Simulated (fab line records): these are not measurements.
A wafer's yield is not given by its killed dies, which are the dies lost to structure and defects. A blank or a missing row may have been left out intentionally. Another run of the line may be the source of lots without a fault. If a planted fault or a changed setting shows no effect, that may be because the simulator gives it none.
Split-lot trial | flow n5-finfet | 21 wafers read across 7 lots, on a route 1938 steps long

THE SPLIT
At N5_BEOL_M2_COAT_22 (resist thk 30 nm), the setting spin-rpm was moved away from the recipe's 1500 rpm on 6 of the 21 wafers read, by -9.4% to +10.3%. The other wafers ran this setting at the recipe's value.

Reading taken at the split's own step.

THE READING
CAR-EUV_of_BEOL_M2_COAT_22.thk-nm (the simulator's own value, which no gauge read), in nm, at N5_BEOL_M2_COAT_22 (resist thk 30 nm). The file does not state a usual value for it. Across the 15 wafers here that went through the recipe, the average is 30.0 nm and the standard deviation 0.11 nm.

wafer  | tool, chamber at the split | spin-rpm as run, rpm | against the recipe | CAR-EUV_of_BEOL_M2_COAT_22.thk-nm, nm | against lot-mates on the recipe
L080.2 | litho-track-05, 0          | 1643                 | +9.5%              | 28.8                                  | -1.2
L080.3 | litho-track-05, 0          | 1500                 | recipe             | 30                                    | -
L080.5 | litho-track-05, 0          | 1500                 | recipe             | 30                                    | -
L082.1 | litho-track-04, 0          | 1560                 | +4.0%              | 29.4                                  | -0.7
L082.4 | litho-track-04, 0          | 1500                 | recipe             | 30                                    | -
L082.6 | litho-track-04, 0          | 1500                 | recipe             | 30.2                                  | -
L083.1 | litho-track-03, 0          | 1500                 | recipe             | 30                                    | -
L083.5 | litho-track-03, 0          | 1500                 | recipe             | 30                                    | -
L083.3 | litho-track-03, 0          | 1500                 | recipe             | 29.8                                  | -
L090.4 | litho-track-05, 0          | 1500                 | recipe             | 30                                    | -
L090.5 | litho-track-05, 0          | 1500                 | recipe             | 30                                    | -
L090.6 | litho-track-05, 0          | 1359                 | -9.4%              | 31.6                                  | +1.6
L091.2 | litho-track-05, 0          | 1500                 | recipe             | 30                                    | -
L091.3 | litho-track-05, 0          | 1500                 | recipe             | 30                                    | -
L091.6 | litho-track-05, 0          | 1562                 | +4.1%              | 29.6                                  | -0.4
L092.1 | litho-track-04, 0          | 1654                 | +10.3%             | 28.4                                  | -1.4
L092.3 | litho-track-04, 0          | 1500                 | recipe             | 29.8                                  | -
L092.6 | litho-track-04, 0          | 1654                 | +10.3%             | 28.6                                  | -1.2
L096.1 | litho-track-04, 0          | 1500                 | recipe             | 29.8                                  | -
L096.5 | litho-track-04, 0          | 1500                 | recipe             | 29.8                                  | -
L096.6 | litho-track-04, 0          | 1500                 | recipe             | 30                                    | -

THE FIT
A straight line over all 21 wafers: CAR-EUV_of_BEOL_M2_COAT_22.thk-nm changes by -0.145 nm for each +1% of spin-rpm; r = -0.98; the points scatter about the line by 0.14 nm.
The same after taking each lot's own level away (the mean of its wafers on the recipe; 21 wafers): -0.138 nm for each +1%; r = -0.98; scatter 0.12 nm.
The reading moves by 1.4 nm for the largest change in spin-rpm, on that fit.
The span of the lots' own levels, 29.80 to 30.10 nm, comes to 2.8 times the standard deviation stated above.
Hence the lot-to-lot level has little effect on the slope; both slopes agree.
Check: for one of the wafers moved furthest among these (+10.3%), held out of the fit, the line's prediction against its lot-mates is -1.38 nm. Against them it came out at -1.4 nm.

FURTHER SPLITS ON THESE WAFERS
Before the reading, these wafers also passed through other splits. Each is held against what the fit with the lots' levels taken away leaves over:
other split on the same wafers              | wafers away from the commonest value | r with CAR-EUV_of_BEOL_M2_COAT_22.thk-nm (lot level and that fit taken away)
N5_MOL_CONTACT_COAG_COAT_103 spin-rpm       | 3                                    | +0.16
N5_MOL_CONTACT_COAG_COAT_76 spin-rpm        | 11                                   | +0.19
N5_BEOL_M0_SAQP_SPACER2_ALD_26 target-thk-a | 6                                    | +0.17
N5_BEOL_M0_CUTY_COAT_50 spin-rpm            | 9                                    | -0.31
N5_BEOL_M1_COAT_61 spin-rpm                 | 4                                    | -0.30

THE FILE'S OWN FIT
CAR-EUV_of_BEOL_M2_COAT_22.thk-nm changes by -0.139 nm for each +1% of spin-rpm, r = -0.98.
